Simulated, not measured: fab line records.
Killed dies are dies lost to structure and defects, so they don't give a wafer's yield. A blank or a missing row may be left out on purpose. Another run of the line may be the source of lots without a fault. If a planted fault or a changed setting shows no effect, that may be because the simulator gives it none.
Lot-split experiment | flow n5Finfet | 7 lots, 21 wafers read, on a route of 1938 steps

SPLIT DETAILS
At N5_BEOL_M5_ILD_DEP_00 (deposits SiCOH lowk from DEMS/porogen, target thk 140.64 nm, time 25.9 s), the setting timeS was moved away from the recipe's 25.9 s on 7 of the 21 wafers read, by -13.4% to +13.0%. The other wafers ran this setting at the recipe's value.

FROM SPLIT TO READING: 1 step shown by the file between the two
- N5_BEOL_M5_CURE_79: cures SiCOH lowk, time 240 s

THE READING
M5_ILD_THK, in nm, at N5_BEOL_M5_THK_MEAS_01. On this fab line, fault-free wafers typically give 121.2 nm with a standard deviation of 1.6 nm.

wafer  | tool, chamber at the split | timeS as run, s | against the recipe | M5_ILD_THK, nm | against lot-mates on the recipe
L081.2 | pecvd-04, 1                | 25.9            | recipe             | 119.3          | -
L081.5 | pecvd-04, 1                | 25.9            | recipe             | 119.6          | -
L081.6 | pecvd-04, 0                | 25.9            | recipe             | 121.6          | -
L085.1 | pecvd-01, 1                | 29.27           | +13.0%             | 136.0          | +15.5
L085.2 | pecvd-01, 0                | 29.27           | +13.0%             | 133.6          | +13.1
L085.6 | pecvd-01, 1                | 25.9            | recipe             | 120.5          | -
L083.2 | pecvd-04, 1                | 22.44           | -13.4%             | 105.2          | -16.8
L083.4 | pecvd-04, 0                | 25.9            | recipe             | 121.6          | -
L083.5 | pecvd-04, 0                | 25.9            | recipe             | 122.4          | -
L086.3 | pecvd-03, 1                | 25.9            | recipe             | 121.1          | -
L086.5 | pecvd-03, 1                | 25.9            | recipe             | 123.0          | -
L086.6 | pecvd-03, 2                | 23.63           | -8.8%              | 113.4          | -8.6
L089.3 | pecvd-03, 1                | 25.9            | recipe             | 120.1          | -
L089.5 | pecvd-03, 2                | 24.68           | -4.7%              | 118.8          | -2.6
L089.6 | pecvd-03, 1                | 25.9            | recipe             | 122.8          | -
L090.2 | pecvd-03, 1                | 24.23           | -6.4%              | 112.8          | -9.2
L090.4 | pecvd-03, 1                | 24.23           | -6.4%              | 113.0          | -9.0
L090.6 | pecvd-03, 0                | 25.9            | recipe             | 122.0          | -
L096.2 | pecvd-01, 0                | 25.9            | recipe             | 121.0          | -
L096.3 | pecvd-01, 1                | 25.9            | recipe             | 121.7          | -
L096.5 | pecvd-01, 2                | 25.9            | recipe             | 121.8          | -

THE FIT
A straight line over all 21 wafers: M5_ILD_THK changes by +1.08 nm for each +1% of timeS; r = +0.98; the points scatter about the line by 1.4 nm.
The same after taking each lot's own level away (the mean of its wafers on the recipe; 21 wafers): +1.15 nm for each +1%; r = +0.98; scatter 1.3 nm.
On that fit, the largest move of timeS shifts the reading by 15 nm.
The lots' own levels span 120.17 to 122.05 nm, that is 1.2 times the standard deviation above.
Hence the lot-to-lot level has little effect on the slope; both slopes agree.
Check: -14.8 nm against its lot-mates is what the line predicts for one of the wafers moved furthest among these (-13.4%) when that wafer is left out of the fit. Against them it came out at -16.8 nm.

ADDITIONAL SPLITS CARRIED BY THESE WAFERS
Other splits were also applied to these wafers ahead of the reading. Each is held against what the fit with the lots' levels taken away leaves over:
other split on the same wafers | wafers away from the commonest value | r with M5_ILD_THK (lot level and that fit taken away)
N5_BEOL_M3_CMP_52 downForcePsi | 3                                    | +0.18
N5_BEOL_M4_ILD_DEP_00 timeS    | 9                                    | +0.06

THE WHOLE CHAIN: every reading that the file lists as answering this split, in the file's order
step                   | what it does                                                             | reading                                                                                 | change (the file's fit)              | r (the file's)
N5_BEOL_M5_ILD_DEP_00  | deposits SiCOH lowk from DEMS/porogen, target thk 140.64 nm, time 25.9 s | SiCOH_lowk_of_BEOL_M5_ILD_DEP_00.thkNm (the simulator's own value, which no gauge read) | +1.31 nm for each +1% of the setting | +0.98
N5_BEOL_M5_CURE_79     | cures SiCOH lowk, time 240 s                                             | SiCOH_lowk_of_BEOL_M5_ILD_DEP_00.thkNm (the simulator's own value, which no gauge read) | +1.14 nm for each +1% of the setting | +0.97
N5_BEOL_M5_THK_MEAS_01 |                                                                          | M5_ILD_THK                                                                              | +1.14 for each +1% of the setting    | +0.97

FILE'S OWN FIT
M5_ILD_THK changes by +1.14 nm for each +1% of timeS, r = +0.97.
